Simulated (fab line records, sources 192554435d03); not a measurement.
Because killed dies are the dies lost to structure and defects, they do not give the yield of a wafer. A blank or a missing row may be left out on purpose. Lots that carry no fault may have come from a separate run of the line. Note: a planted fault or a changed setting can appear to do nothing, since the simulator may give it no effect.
Matching of chambers | flow n5 finfet | 4 sister chambers for N5_BEOL_M0_CUTY_ETCH_63 on rie diel-06
The step etches SOC in N2/H2, target depth 82.7 nm, overetch 16.5 nm, time 124 s. 8 wafers are shown with their chamber, then 9 later ones without.

== WAFERS PAIRED WITH THEIR CHAMBERS ==
wafer  | chamber | drypump motor current A (A) | throttle valve pct (%)
L078.4 | 2       | 5.3                         | 17.53
L081.2 | 1       | 5.7                         | 18.18
L081.5 | 0       | 6.0                         | 18.09
L082.1 | 2       | 5.3                         | 17.56
L083.6 | 0       | 6.1                         | 18.08
L089.2 | 1       | 5.7                         | 17.74
L089.4 | 3       | 6.0                         | 17.66
L089.6 | 3       | 6.0                         | 17.64

== WAFERS WITHOUT THEIR CHAMBER ==
wafer  | drypump motor current A (A) | throttle valve pct (%)
L092.2 | 5.3                         | 17.61
L092.3 | 6.0                         | 17.65
L092.4 | 5.7                         | 17.75
L093.1 | 6.0                         | 18.14
L093.3 | 6.0                         | 17.64
L093.4 | 5.3                         | 17.60
L096.1 | 5.3                         | 17.61
L096.4 | 6.0                         | 17.67
L096.6 | 5.3                         | 17.62

== CHAMBER TAKEN BY EACH ==
wafer  | from the rows above     | in truth
L092.2 | 2                       | 2
L092.3 | 3                       | 3
L092.4 | 1                       | 1
L093.1 | can't be placed: 0 or 3 | 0
L093.3 | 3                       | 3
L093.4 | 2                       | 2
L096.1 | 2                       | 2
L096.4 | 3                       | 3
L096.6 | 2                       | 2
8 of 9 placed correctly. Cannot be placed on the basis of these rows: 1; the candidates contain the true chamber in 1. Placed wrongly: 0.
How it was worked out, from the rows above alone: a wafer's distance from a chamber is the root of the sum, over the readings, of the square of ((its reading less the chamber's mean) divided by the reading's scatter). The wafer belongs to the nearest chamber; if the next one is less than 2 further off, it can't be placed. A chamber's mean is the mean of its shown wafers. The scatter is the square root of a quotient: the sum, over the shown wafers, of each reading's squared deviation from its chamber's mean, divided by wafers minus chambers.
